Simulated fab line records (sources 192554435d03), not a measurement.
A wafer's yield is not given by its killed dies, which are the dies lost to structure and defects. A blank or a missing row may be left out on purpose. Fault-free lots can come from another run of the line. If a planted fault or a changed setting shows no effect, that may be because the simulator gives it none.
fab line records :: flow n5_finfet
[record]
  lots = 4
  wafers = 12
  last_day = 17
route steps=1938 shown BEOL_M4@1099 BEOL_M5@1112 BEOL_M9@1462 PASSIVATION@1936
lots with no fault: from the same line, run without faults
start_h: the number of hours between the record's first day and the start of the first shown wafer of the lot :: wait_h: hours since the lot's step before :: " repeats the value in the row above :: L1.1+2: a single row standing in for several wafers :: - no value, or no start given :: * or withheld: withheld :: < > ~ a bound
route shown NAME@n: names a module that has steps shown in the file, with the first one's number in the route :: usual: average and standard deviation across the fault-free wafers :: same: alike in all rows :: chamber/n: place in a boat :: sites: per-site readings :: _std_site: how widely they spread, as a standard deviation :: _edge_site: inner sites' mean taken away from outer sites' mean :: radius_mm: for every site, how far away it sits from the centre of the wafer :: mask NAME#n: copy n :: behind: the most recent tool/chamber to have shaped the wafer :: hold: reason for holding the lot/hours on hold/outcome of the hold :: device: the transistor (n, p or np) that didn't switch :: end of line: the route-end tests of the same wafers :: a step given without rows: its recipe and nothing more :: killed: dies that structure and defects cost at the first sort, which is not the same as the wafer's yield :: map: per-die view of a wafer (x killed, . not killed, _ where there is no die)
set.NAME: setting as actually run; set.NAME@STEP: the setting as run at that earlier step :: model.NAME: the simulator's own value behind a step, which no gauge read
certain route steps with their lots: each step a table, each wafer a row
services: from which hour (start_h, from the record's first day; less than 0 if before it) a tool's chamber was out of use, for how many hours, and why
[[steps]]
[step N5_BEOL_M4_ANNEAL_95]
[recipe]
  temp_c = 400
  time_s = 240
  ambient = vacuum
[step N5_BEOL_M4_SPUTTER_96]
[recipe]
  material = Cu
  target_thk_a = 45
  temp_c = -20
  chamber_pressure_pa = 0.07
  power_w = withheld
  time_s = 8.29
[step N5_BEOL_M4_ECD_50]
[recipe]
  material = Cu
  target_thk_a = 3000
[step N5_BEOL_M4_ANNEAL_51]
[recipe]
  temp_c = 225
  time_s = 90
  ambient = N2
[step N5_BEOL_M4_CMP_52]
[recipe]
  stop_on = SiOC
  t_overpolish_s = 6.8
  down_force_psi = 1
  platen_rpm = 50
  clearing_platen_down_force_psi = 1.5
  clearing_platen_rpm = 50
  post_cmp_clean = cu_alkaline
  target_thk_nm = 40
  clearing_platen_pad_velocity_m_s = 0.99484
  pad_velocity_m_s = 0.99484
[step N5_BEOL_M4_PRE_CLEAN_60]
[recipe]
  gas = NH3/H2
  time_s = 15
  temp_c = *
  rf_power_w = 300
[step N5_BEOL_M4_CO_CAP_55]
[recipe]
  material = Co
  target_thk_a = 20
  temp_c = 200
  precursor = CCTBA/H2
  pressure_torr = 30
  time_s = 102.1
[step N5_BEOL_M4_PRE_CLEAN_56]
[recipe]
  gas = NH3
  time_s = 15
  temp_c = withheld
  rf_power_w = 300
[step N5_BEOL_M4_DEP_57]
[recipe]
  material = SiCN
  target_thk_a = 80
  temp_c = withheld
  precursor = 3MS/NH3
  pressure_torr = 3
  rf_w = 202
  time_s = 14
[step N5_BEOL_M4_RC_MEAS_101]
[usual]
  DIBL_N = 35.8/1.6
  DIBL_P = 36.0/2.1
  IOFF_N = 0.153/0.026
  IOFF_P = 0.21/0.037
  ION_N = 673/11
  ION_P = 462/7.6
  SS_N = 71.4/0.53
  SS_P = 73.2/0.67
  VT_N = 250/3.2
  VT_P = -250/3.7
lot.wafer: L497.2
tool: prober-02
chamber: 0
start_h: 192.38
wait_h: 0.2
DIBL_N[mV/V]: 36.0
DIBL_P[mV/V]: 35.3
IOFF_N[nA/um]: 0.145
IOFF_P[nA/um]: 0.19
ION_N[uA/um]: 670
ION_P[uA/um]: 461
SS_N[mV/dec]: 71.0
SS_P[mV/dec]: 73.7
VT_N[mV]: 253
VT_P[mV]: -251

lot.wafer: L497.4
tool: prober-02
chamber: 0
start_h: 192.38
wait_h: 0.2
DIBL_N[mV/V]: 35.1
DIBL_P[mV/V]: 34.7
IOFF_N[nA/um]: 0.123
IOFF_P[nA/um]: 0.18
ION_N[uA/um]: 667
ION_P[uA/um]: 449
SS_N[mV/dec]: 70.8
SS_P[mV/dec]: 72.5
VT_N[mV]: 254
VT_P[mV]: -253

lot.wafer: L497.6
tool: prober-02
chamber: 0
start_h: 192.38
wait_h: 0.2
DIBL_N[mV/V]: 37.2
DIBL_P[mV/V]: 36.9
IOFF_N[nA/um]: 0.149
IOFF_P[nA/um]: 0.22
ION_N[uA/um]: 669
ION_P[uA/um]: 461
SS_N[mV/dec]: 71.7
SS_P[mV/dec]: 73.1
VT_N[mV]: 254
VT_P[mV]: -249

lot.wafer: L513.1
tool: prober-01
chamber: 0
start_h: 289.30
wait_h: 0.0
DIBL_N[mV/V]: 38.0
DIBL_P[mV/V]: 39.5
IOFF_N[nA/um]: 0.183
IOFF_P[nA/um]: 0.24
ION_N[uA/um]: 679
ION_P[uA/um]: 465
SS_N[mV/dec]: 72.1
SS_P[mV/dec]: 74.6
VT_N[mV]: 252
VT_P[mV]: -250

lot.wafer: L513.2
tool: prober-01
chamber: 0
start_h: 289.30
wait_h: 0.0
DIBL_N[mV/V]: 39.4
DIBL_P[mV/V]: 40.2
IOFF_N[nA/um]: 0.217
IOFF_P[nA/um]: 0.27
ION_N[uA/um]: 695
ION_P[uA/um]: 469
SS_N[mV/dec]: 72.5
SS_P[mV/dec]: 74.8
VT_N[mV]: 249
VT_P[mV]: -250

lot.wafer: L513.4
tool: prober-01
chamber: 0
start_h: 289.30
wait_h: 0.0
DIBL_N[mV/V]: 36.0
DIBL_P[mV/V]: 35.2
IOFF_N[nA/um]: 0.145
IOFF_P[nA/um]: 0.18
ION_N[uA/um]: 667
ION_P[uA/um]: 454
SS_N[mV/dec]: 71.4
SS_P[mV/dec]: 73.5
VT_N[mV]: 251
VT_P[mV]: -254

lot.wafer: L516.1
tool: prober-01
chamber: 0
start_h: 302.14
wait_h: 0.0
DIBL_N[mV/V]: 31.6
DIBL_P[mV/V]: 30.1
IOFF_N[nA/um]: 0.090
IOFF_P[nA/um]: 0.13
ION_N[uA/um]: 651
ION_P[uA/um]: 448
SS_N[mV/dec]: 70.3
SS_P[mV/dec]: 71.3
VT_N[mV]: 256
VT_P[mV]: -257

lot.wafer: L516.2
tool: prober-01
chamber: 0
start_h: 302.14
wait_h: 0.0
DIBL_N[mV/V]: 38.0
DIBL_P[mV/V]: 37.4
IOFF_N[nA/um]: 0.200
IOFF_P[nA/um]: 0.24
ION_N[uA/um]: 691
ION_P[uA/um]: 464
SS_N[mV/dec]: 72.0
SS_P[mV/dec]: 73.2
VT_N[mV]: 243
VT_P[mV]: -247

lot.wafer: L516.3
tool: prober-01
chamber: 0
start_h: 302.14
wait_h: 0.0
DIBL_N[mV/V]: 37.5
DIBL_P[mV/V]: 38.7
IOFF_N[nA/um]: 0.195
IOFF_P[nA/um]: 0.24
ION_N[uA/um]: 688
ION_P[uA/um]: 469
SS_N[mV/dec]: 71.7
SS_P[mV/dec]: 74.2
VT_N[mV]: 247
VT_P[mV]: -249

lot.wafer: L515.3
tool: prober-02
chamber: 0
start_h: 302.71
wait_h: 0.3
DIBL_N[mV/V]: 39.4
DIBL_P[mV/V]: 39.4
IOFF_N[nA/um]: 0.192
IOFF_P[nA/um]: 0.24
ION_N[uA/um]: 675
ION_P[uA/um]: 463
SS_N[mV/dec]: 71.8
SS_P[mV/dec]: 73.6
VT_N[mV]: 248
VT_P[mV]: -246

lot.wafer: L515.5
tool: prober-02
chamber: 0
start_h: 302.71
wait_h: 0.3
DIBL_N[mV/V]: 39.6
DIBL_P[mV/V]: 40.7
IOFF_N[nA/um]: 0.196
IOFF_P[nA/um]: 0.26
ION_N[uA/um]: 671
ION_P[uA/um]: 462
SS_N[mV/dec]: 71.4
SS_P[mV/dec]: 74.8
VT_N[mV]: 247
VT_P[mV]: -247

lot.wafer: L515.6
tool: prober-02
chamber: 0
start_h: 302.71
wait_h: 0.3
DIBL_N[mV/V]: 37.3
DIBL_P[mV/V]: 38.1
IOFF_N[nA/um]: 0.157
IOFF_P[nA/um]: 0.22
ION_N[uA/um]: 669
ION_P[uA/um]: 465
SS_N[mV/dec]: 70.8
SS_P[mV/dec]: 73.8
VT_N[mV]: 252
VT_P[mV]: -250
[step N5_BEOL_M5_ILD_DEP_00]
[recipe]
  material = SiCOH_lowk
  target_thk_a = 1406.4
  temp_c = 300
  precursor = DEMS/porogen
  pressure_torr = 5
  rf_w = 500
  time_s = 25.9
[step N5_BEOL_M5_CURE_79]
[recipe]
  temp_c = 385
  time_s = 240
  ambient = He/Ar
  material = SiCOH_lowk
[step N5_BEOL_M5_PECVD_70]
[recipe]
  material = SiO2
  target_thk_a = 160
  temp_c = 400
  precursor = TEOS/O2
  pressure_torr = 5.5
  rf_w = 450
  teos_flow_sccm = 53.8
  gas = O2
  flow_sccm = 3000
  time_s = 18
[step N5_BEOL_M5_HM_DEP_02]
[recipe]
  material = TiN
  target_thk_a = 200
  temp_c = 25
  chamber_pressure_pa = 0.49996
[step N5_BEOL_M5_COAT_59]
[recipe]
  resist = SOC
  temp_c = 250
  time_s = 60
  spin_rpm = 1500
  resist_thk_nm = 60
[step N5_BEOL_M5_COAT_60]
[recipe]
  resist = SiARC
  temp_c = 220
  time_s = 60
  spin_rpm = 1500
  resist_thk_nm = 12
[step N5_BEOL_M5_COAT_71]
[recipe]
  resist = underlayer
  temp_c = 205
  time_s = 60
  spin_rpm = 1500
  resist_thk_nm = 5
[step N5_BEOL_M5_COAT_05]
[recipe]
  resist = CAR-EUV
  spin_rpm = 1500
  resist_thk_nm = 30
[step N5_BEOL_M5_EBR_07]
[recipe]
  solvent = PGMEA
  ebr_width_mm = 1.5
[step N5_BEOL_M5_SOFTBAKE_06]
[recipe]
  temp_c = 110
  time_s = 60
  resist = CAR-EUV
[step N5_BEOL_M5_EXPOSE_08]
[recipe]
  mask_id = M5
  na = 0.33
  source_shape = annular
  sigma_inner = 0.4
  sigma_outer = 0.8
  polarization = unpolarized
  target_cd_nm = 28
  dose_mj = 35.75
[step N5_BEOL_M5_PEB_09]
[recipe]
  peb_temp_c = 100
  peb_time_s = 60
  resist = CAR-EUV
[step N5_BEOL_M5_DEVELOP_10]
[recipe]
  develop_time_s = 30
  developer = TMAH
  resist = CAR-EUV
  rinse_liquid = surfactant_rinse
  dry = air_spin
  dev_temp_c = 23
[step N5_BEOL_M5_DESCUM_16]
[recipe]
  chemistry = O2
  time_s = 7
  source_power_w = 50
  bias_power_w = 20
  pressure_mtorr = 20
  rf_frequency_hz = 2.712e+07
  temp_c = 40
  resist = CAR-EUV
  o2_flow_sccm = 225
[step N5_BEOL_M5_ETCH_72]
[recipe]
  chemistry = N2/H2
  target = underlayer
  target_depth_a = 65
  mask_material = CAR-EUV
  time_s = 5.2
  ion_energy_ev = 200
  pressure_mtorr = 30
  source_w = 840
  bias_w = 150
  n2_flow_sccm = 200
  h2_flow_sccm = 200
  ends = cleared
[step N5_BEOL_M5_ETCH_61]
[recipe]
  chemistry = CF4
  target = SiARC
  target_depth_a = 156
  mask_material = CAR-EUV
  time_s = 26
  ion_energy_ev = 80
  pressure_mtorr = 40
  source_w = 545
  bias_w = 36
  Ar_flow_sccm = 100
  cf4_flow_sccm = 100
  ends = cleared
[step N5_BEOL_M5_ETCH_62]
[recipe]
  chemistry = N2/H2
  target = SOC
  target_depth_a = 750
  overetch_a = 150
  mask_material = SiARC
  temp_c = 40
  time_s = 112.5
  ion_energy_ev = 200
  pressure_mtorr = 30
  source_w = 840
  bias_w = 150
  n2_flow_sccm = 200
  h2_flow_sccm = 200
[step N5_BEOL_M5_STRIP_63]
[recipe]
  chemistry = N2/H2
  temp_c = 40
  n2_flow_sccm = 200
  h2_flow_sccm = 200
  rf_frequency_hz = 6e+07
[step N5_BEOL_M5_STRIP_73]
[recipe]
  chemistry = N2/H2
  temp_c = 40
  n2_flow_sccm = 200
  h2_flow_sccm = 200
  rf_frequency_hz = 6e+07
[step N5_BEOL_M5_STRIP_64]
[recipe]
  chemistry = CF4
  resist = SiARC
  power_w = 300
  bias_power_w = 75
  pressure_mtorr = 50
  cf4_flow_sccm = 150
  rf_frequency_hz = 6e+07
[step N5_BEOL_M5_HM_OPEN_17]
[recipe]
  chemistry = Cl2/BCl3
  target_depth_a = 200
  overetch_a = 60
  target = TiN
  mask_material = SOC
  ion_energy_ev = 150
  pressure_mtorr = 10
  icp_w = 1000
  bias_w = 126
  Cl2_flow_sccm = 53.25
  bcl3_flow_sccm = 21.75
  Ar_flow_sccm = 25
[step N5_BEOL_M5_STRIP_19]
[recipe]
  chemistry = O2
  power_w = 400
  temp_c = 40
  pressure_mtorr = 30
  rf_frequency_hz = 6e+07
  bias_power_w = 0
  overash_fraction = 0.2
  o2_flow_sccm = 225
[step N5_BEOL_M5_COAT_65]
[recipe]
  resist = SOC
  temp_c = 250
  time_s = 60
  spin_rpm = 1500
  resist_thk_nm = 60
[step N5_BEOL_M5_COAT_66]
[recipe]
  resist = SiARC
  temp_c = 220
  time_s = 60
  spin_rpm = 1500
  resist_thk_nm = 12
[step N5_BEOL_M9_ECD_50]
[recipe]
  material = Cu
  target_thk_a = 3180
lot.wafer: L497.2+4+6
tool: ecd_cu-01
chamber: 0,1,1
start_h: 240.27
wait_h: 0.1

lot.wafer: L513.1+2+4
tool: ecd_cu-01
chamber: 1,0,0
start_h: 338.29
wait_h: 0.1

lot.wafer: L516.1+2+3
tool: ecd_cu-02
chamber: 0,1,0
start_h: 347.15
wait_h: 0.1

lot.wafer: L515.3+5+6
tool: ecd_cu-01
chamber: 1,1,0
start_h: 347.82
wait_h: 0.1
[step N5_BEOL_M9_CMP_52]
[recipe]
  stop_on = SiCOH_lowk
  t_overpolish_s = 7
  down_force_psi = 1
  platen_rpm = 50
  clearing_platen_down_force_psi = 1.5
  clearing_platen_rpm = 50
  post_cmp_clean = cu_alkaline
  target_thk_nm = 140
  clearing_platen_pad_velocity_m_s = 0.99484
  pad_velocity_m_s = 0.99484
[usual]
  motor_current_A = 6.1/0.57
  slurry_flow_ml_min = 150.0/0.47
  time_to_endpoint_s = 67/3.1
lot.wafer: L497.2
tool: cmp-02
chamber: 1
start_h: 240.69
wait_h: 0.2
motor_current_A: 5.6
slurry_flow_ml_min: 150.8
time_to_endpoint_s: 64

lot.wafer: L497.4
tool: cmp-02
chamber: 2
start_h: 240.69
wait_h: 0.2
motor_current_A: 6.4
slurry_flow_ml_min: 149.2
time_to_endpoint_s: 71

lot.wafer: L497.6
tool: cmp-02
chamber: 1
start_h: 240.69
wait_h: 0.2
motor_current_A: 5.7
slurry_flow_ml_min: 149.7
time_to_endpoint_s: 64

lot.wafer: L513.2
tool: cmp-01
chamber: 2
start_h: 338.69
wait_h: 0.2
motor_current_A: 6.1
slurry_flow_ml_min: 149.1
time_to_endpoint_s: 5

lot.wafer: L513.1
tool: cmp-01
chamber: 0
start_h: 338.69
wait_h: 0.2
motor_current_A: 7.8
slurry_flow_ml_min: 150.2
time_to_endpoint_s: 6

lot.wafer: L513.4
tool: cmp-01
chamber: 1
start_h: 338.69
wait_h: 0.2
motor_current_A: 6.4
slurry_flow_ml_min: 150.2
time_to_endpoint_s: 4

lot.wafer: L516.2
tool: cmp-02
chamber: 0
start_h: 347.61
wait_h: 0.3
motor_current_A: 5.5
slurry_flow_ml_min: 151.0
time_to_endpoint_s: 70

lot.wafer: L516.3
tool: cmp-02
chamber: 1
start_h: 347.61
wait_h: 0.3
motor_current_A: 5.6
slurry_flow_ml_min: 150.7
time_to_endpoint_s: 65

lot.wafer: L516.1
tool: cmp-02
chamber: 2
start_h: 347.61
wait_h: 0.3
motor_current_A: 6.3
slurry_flow_ml_min: 150.4
time_to_endpoint_s: 70

lot.wafer: L515.3
tool: cmp-01
chamber: 3
start_h: 348.30
wait_h: 0.3
motor_current_A: 6.6
slurry_flow_ml_min: 150.1
time_to_endpoint_s: 6

lot.wafer: L515.6
tool: cmp-01
chamber: 2
start_h: 348.30
wait_h: 0.3
motor_current_A: 6.0
slurry_flow_ml_min: 149.7
time_to_endpoint_s: 3

lot.wafer: L515.5
tool: cmp-01
chamber: 3
start_h: 348.30
wait_h: 0.3
motor_current_A: 6.1
slurry_flow_ml_min: 149.9
time_to_endpoint_s: 5
[step N5_PASSIVATION_PROBE_49]
[usual]
  defect_limited_yield = 91.3/1.5
  killed_at_M0_to_M3 = 33/12
  killed_at_M4_up = 13/5.2
  killed_at_contacts = 13/6.7
  killed_at_front_end = 40/11
  killed_at_other = 4.1/2.7
  killed_dies = 103/17
  killed_on_rim = 14/4.2
  killed_open = 69/13
  killed_short = 33/8.4
  sort_bin_5_function = 5.1/1
  sort_bin_6_memory = 3.2/0.62
  sort_n_pass = 1077/17
  sort_yield_pct = 91.3/1.5
[same]
  gross_dies = 1180
  killed_at_back_side = 0
  sort_bin_4_leakage[%] = 0
  sort_bin_8_speed[%] = 0
lot.wafer: L513.1
tool: prober-01
chamber: -
start_h: 395.00
wait_h: 0.0
defect_limited_yield[%]: 0
killed_at_M0_to_M3: 27
killed_at_M4_up: 1080
killed_at_contacts: 13
killed_at_front_end: 55
killed_at_other: 5
killed_dies: 1180
killed_on_rim: 152
killed_open: 62
killed_short: 44
sort_bin_5_function[%]: 96.5
sort_bin_6_memory[%]: 2.6
sort_n_pass: 0
sort_yield_pct[%]: 0

lot.wafer: L513.2
tool: prober-01
chamber: -
start_h: 395.05
wait_h: 0.1
defect_limited_yield[%]: 0
killed_at_M0_to_M3: 28
killed_at_M4_up: 1083
killed_at_contacts: 18
killed_at_front_end: 44
killed_at_other: 7
killed_dies: 1180
killed_on_rim: 152
killed_open: 61
killed_short: 40
sort_bin_5_function[%]: 95.8
sort_bin_6_memory[%]: 3.6
sort_n_pass: 0
sort_yield_pct[%]: 0

lot.wafer: L513.4
tool: prober-01
chamber: -
start_h: 395.15
wait_h: 0.2
defect_limited_yield[%]: 0
killed_at_M0_to_M3: 34
killed_at_M4_up: 1074
killed_at_contacts: 22
killed_at_front_end: 48
killed_at_other: 2
killed_dies: 1180
killed_on_rim: 152
killed_open: 88
killed_short: 32
sort_bin_5_function[%]: 95.8
sort_bin_6_memory[%]: 3.6
sort_n_pass: 0
sort_yield_pct[%]: 0

lot.wafer: L515.3
tool: prober-02
chamber: -
start_h: 396.53
wait_h: 0.1
defect_limited_yield[%]: 0
killed_at_M0_to_M3: 45
killed_at_M4_up: 1088
killed_at_contacts: 7
killed_at_front_end: 38
killed_at_other: 2
killed_dies: 1180
killed_on_rim: 152
killed_open: 64
killed_short: 38
sort_bin_5_function[%]: 96.3
sort_bin_6_memory[%]: 3.5
sort_n_pass: 0
sort_yield_pct[%]: 0

lot.wafer: L515.5
tool: prober-02
chamber: -
start_h: 396.63
wait_h: 0.2
defect_limited_yield[%]: 0
killed_at_M0_to_M3: 36
killed_at_M4_up: 1097
killed_at_contacts: 9
killed_at_front_end: 34
killed_at_other: 4
killed_dies: 1180
killed_on_rim: 152
killed_open: 59
killed_short: 36
sort_bin_5_function[%]: 96.9
sort_bin_6_memory[%]: 2.5
sort_n_pass: 0
sort_yield_pct[%]: 0

lot.wafer: L515.6
tool: prober-02
chamber: -
start_h: 396.68
wait_h: 0.3
defect_limited_yield[%]: 0
killed_at_M0_to_M3: 42
killed_at_M4_up: 1094
killed_at_contacts: 6
killed_at_front_end: 37
killed_at_other: 1
killed_dies: 1180
killed_on_rim: 152
killed_open: 52
killed_short: 44
sort_bin_5_function[%]: 96.6
sort_bin_6_memory[%]: 2.9
sort_n_pass: 0
sort_yield_pct[%]: 0
// killed by level:class
L513.1 BEOL_M9:area_ecd=1072 FIN_SAQP:geometric_particle:open=12 MOL_CONTACT_COAG:geometric_particle:open=12 FIN_SAQP:geometric_particle:short=11 GATE_CUT:geometric_particle:short=10 DUMMY_GATE:geometric_particle:open=8 BEOL_M0_SAQP:geometric_particle:short=6 BEOL_M0:geometric_particle:open=5
L513.2 BEOL_M9:area_ecd=1076 MOL_CONTACT_COAG:geometric_particle:open=12 FIN_SAQP:geometric_particle:open=6 STI_FIN_REVEAL:geometric_particle:open=6 DUMMY_GATE:geometric_particle:open=6 GATE_CUT:geometric_particle:short=5 MOL_CONTACT_COAG:geometric_particle:short=5 BEOL_M1:geometric_particle:short=5
L513.4 BEOL_M9:area_ecd=1058 MOL_CONTACT_COAG:geometric_particle:open=19 BEOL_M2:geometric_particle:open=11 ILD0:geometric_particle:open=7 BEOL_M1:geometric_particle:open=7 FIN_SAQP:geometric_particle:short=6 DUMMY_GATE:geometric_particle:open=6 ILD0:geometric_particle:short=6
L515.3 BEOL_M9:area_ecd=1075 FIN_SAQP:geometric_particle:short=16 BEOL_M3:geometric_particle:open=10 MOL_CONTACT_COAG:geometric_particle:open=7 BEOL_M0_SAQP:geometric_particle:open=7 BEOL_M0:geometric_particle:open=7 BEOL_M1:geometric_particle:open=7 BEOL_M0_SAQP:geometric_particle:short=6
L515.5 BEOL_M9:area_ecd=1083 BEOL_M0_SAQP:geometric_particle:short=9 BEOL_M1:geometric_particle:open=9 FIN_SAQP:geometric_particle:short=8 BEOL_M0_SAQP:geometric_particle:open=8 MOL_CONTACT_COAG:geometric_particle:open=6 BEOL_M4:geometric_particle:open=5 FIN_SAQP:geometric_particle:open=4
L515.6 BEOL_M9:area_ecd=1084 FIN_SAQP:geometric_particle:short=12 BEOL_M0_SAQP:geometric_particle:short=9 BEOL_M3:geometric_particle:open=9 BEOL_M0_SAQP:geometric_particle:open=8 BEOL_M4:geometric_particle:open=8 FIN_SAQP:geometric_particle:open=7 BEOL_M1:geometric_particle:open=6
// map L513.1 (x killed, . not)
_________________xxxxxxxxxxxx________________
______________xxxxxxxxxxxxxxxxxx_____________
___________xxxxxxxxxxxxxxxxxxxxxxxx__________
__________xxxxxxxxxxxxxxxxxxxxxxxxxx_________
________xxxxxxxxxxxxxxxxxxxxxxxxxxxxxx_______
_______xxxxxxxxxxxxxxxxxxxxxxxxxxxxxxxx______
______xxxxxxxxxxxxxxxxxxxxxxxxxxxxxxxxxx_____
_____xxxxxxxxxxxxxxxxxxxxxxxxxxxxxxxxxxxx____
____xxxxxxxxxxxxxxxxxxxxxxxxxxxxxxxxxxxxxx___
___xxxxxxxxxxxxxxxxxxxxxxxxxxxxxxxxxxxxxxxx__
___xxxxxxxxxxxxxxxxxxxxxxxxxxxxxxxxxxxxxxxx__
__xxxxxxxxxxxxxxxxxxxxxxxxxxxxxxxxxxxxxxxxxx_
__xxxxxxxxxxxxxxxxxxxxxxxxxxxxxxxxxxxxxxxxxx_
_xxxxxxxxxxxxxxxxxxxxxxxxxxxxxxxxxxxxxxxxxxxx
_xxxxxxxxxxxxxxxxxxxxxxxxxxxxxxxxxxxxxxxxxxxx
_xxxxxxxxxxxxxxxxxxxxxxxxxxxxxxxxxxxxxxxxxxxx
_xxxxxxxxxxxxxxxxxxxxxxxxxxxxxxxxxxxxxxxxxxxx
_xxxxxxxxxxxxxxxxxxxxxxxxxxxxxxxxxxxxxxxxxxxx
_xxxxxxxxxxxxxxxxxxxxxxxxxxxxxxxxxxxxxxxxxxxx
_xxxxxxxxxxxxxxxxxxxxxxxxxxxxxxxxxxxxxxxxxxxx
_xxxxxxxxxxxxxxxxxxxxxxxxxxxxxxxxxxxxxxxxxxxx
__xxxxxxxxxxxxxxxxxxxxxxxxxxxxxxxxxxxxxxxxxx_
__xxxxxxxxxxxxxxxxxxxxxxxxxxxxxxxxxxxxxxxxxx_
___xxxxxxxxxxxxxxxxxxxxxxxxxxxxxxxxxxxxxxxx__
___xxxxxxxxxxxxxxxxxxxxxxxxxxxxxxxxxxxxxxxx__
____xxxxxxxxxxxxxxxxxxxxxxxxxxxxxxxxxxxxxx___
_____xxxxxxxxxxxxxxxxxxxxxxxxxxxxxxxxxxxx____
______xxxxxxxxxxxxxxxxxxxxxxxxxxxxxxxxxx_____
_______xxxxxxxxxxxxxxxxxxxxxxxxxxxxxxxx______
________xxxxxxxxxxxxxxxxxxxxxxxxxxxxxx_______
__________xxxxxxxxxxxxxxxxxxxxxxxxxx_________
___________xxxxxxxxxxxxxxxxxxxxxxxx__________
______________xxxxxxxxxxxxxxxxxx_____________
_________________xxxxxxxxxxxx________________
// map L515.3 (x killed, . not)
_________________xxxxxxxxxxxx________________
______________xxxxxxxxxxxxxxxxxx_____________
___________xxxxxxxxxxxxxxxxxxxxxxxx__________
__________xxxxxxxxxxxxxxxxxxxxxxxxxx_________
________xxxxxxxxxxxxxxxxxxxxxxxxxxxxxx_______
_______xxxxxxxxxxxxxxxxxxxxxxxxxxxxxxxx______
______xxxxxxxxxxxxxxxxxxxxxxxxxxxxxxxxxx_____
_____xxxxxxxxxxxxxxxxxxxxxxxxxxxxxxxxxxxx____
____xxxxxxxxxxxxxxxxxxxxxxxxxxxxxxxxxxxxxx___
___xxxxxxxxxxxxxxxxxxxxxxxxxxxxxxxxxxxxxxxx__
___xxxxxxxxxxxxxxxxxxxxxxxxxxxxxxxxxxxxxxxx__
__xxxxxxxxxxxxxxxxxxxxxxxxxxxxxxxxxxxxxxxxxx_
__xxxxxxxxxxxxxxxxxxxxxxxxxxxxxxxxxxxxxxxxxx_
_xxxxxxxxxxxxxxxxxxxxxxxxxxxxxxxxxxxxxxxxxxxx
_xxxxxxxxxxxxxxxxxxxxxxxxxxxxxxxxxxxxxxxxxxxx
_xxxxxxxxxxxxxxxxxxxxxxxxxxxxxxxxxxxxxxxxxxxx
_xxxxxxxxxxxxxxxxxxxxxxxxxxxxxxxxxxxxxxxxxxxx
_xxxxxxxxxxxxxxxxxxxxxxxxxxxxxxxxxxxxxxxxxxxx
_xxxxxxxxxxxxxxxxxxxxxxxxxxxxxxxxxxxxxxxxxxxx
_xxxxxxxxxxxxxxxxxxxxxxxxxxxxxxxxxxxxxxxxxxxx
_xxxxxxxxxxxxxxxxxxxxxxxxxxxxxxxxxxxxxxxxxxxx
__xxxxxxxxxxxxxxxxxxxxxxxxxxxxxxxxxxxxxxxxxx_
__xxxxxxxxxxxxxxxxxxxxxxxxxxxxxxxxxxxxxxxxxx_
___xxxxxxxxxxxxxxxxxxxxxxxxxxxxxxxxxxxxxxxx__
___xxxxxxxxxxxxxxxxxxxxxxxxxxxxxxxxxxxxxxxx__
____xxxxxxxxxxxxxxxxxxxxxxxxxxxxxxxxxxxxxx___
_____xxxxxxxxxxxxxxxxxxxxxxxxxxxxxxxxxxxx____
______xxxxxxxxxxxxxxxxxxxxxxxxxxxxxxxxxx_____
_______xxxxxxxxxxxxxxxxxxxxxxxxxxxxxxxx______
________xxxxxxxxxxxxxxxxxxxxxxxxxxxxxx_______
__________xxxxxxxxxxxxxxxxxxxxxxxxxx_________
___________xxxxxxxxxxxxxxxxxxxxxxxx__________
______________xxxxxxxxxxxxxxxxxx_____________
_________________xxxxxxxxxxxx________________
[[services]]
tool: cmp-01
chamber: -
start_h: 236.34
hours: 4.0
kind: pm

tool: cmp-01
chamber: -
start_h: 240.34
hours: -
kind: consumable_replace:conditioner

tool: cmp-01
chamber: -
start_h: 240.34
hours: -
kind: consumable_replace:pad

tool: ecd_cu-01
chamber: -
start_h: 290.00
hours: 6.6
kind: pm

tool: cmp-02
chamber: -
start_h: 313.69
hours: 4.0
kind: pm

tool: cmp-01
chamber: -
start_h: 313.93
hours: 4.5
kind: pm

tool: cmp-02
chamber: -
start_h: 317.69
hours: -
kind: consumable_replace:conditioner

tool: cmp-02
chamber: -
start_h: 317.69
hours: -
kind: consumable_replace:pad

tool: cmp-02
chamber: -
start_h: 320.54
hours: 0.4
kind: repair
[[key]]
[first_sign]
  step = N5_BEOL_M9_CMP_52
  reading = time_to_endpoint_s
  direction = down
  sigmas = 20
  usual = *
  struck = *
[effect]
  step = N5_PASSIVATION_PROBE_49
  reading = killed_at_M4_up
  direction = up
  sigmas = 99+
  usual = 13
  struck = 1086
[more_kills_born_at]
  N5_BEOL_M9_ECD_50@ecd_cu-01 = 6448
met_at N5_BEOL_M9_ECD_50
struck_wafers L513.1,L513.2,L513.4,L515.3,L515.5,L515.6
later_rows_left_out L513.1,L513.2,L513.4,L515.3,L515.5,L515.6
onset_between 240.27 338.29
also_fits N5_BEOL_M9_CMP_52:cmp-01
[fault]
  kind = skipped_step_whole
  tool = ecd_cu-01
  chamber = -
  onset_h = 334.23
  steps = N5_BEOL_M9_ECD_50
  scope = struck_lots_only
// later_rows_left_out: the simulator's readings of these wafers behind a module that went badly wrong aren't trusted and aren't shown, but for the sort
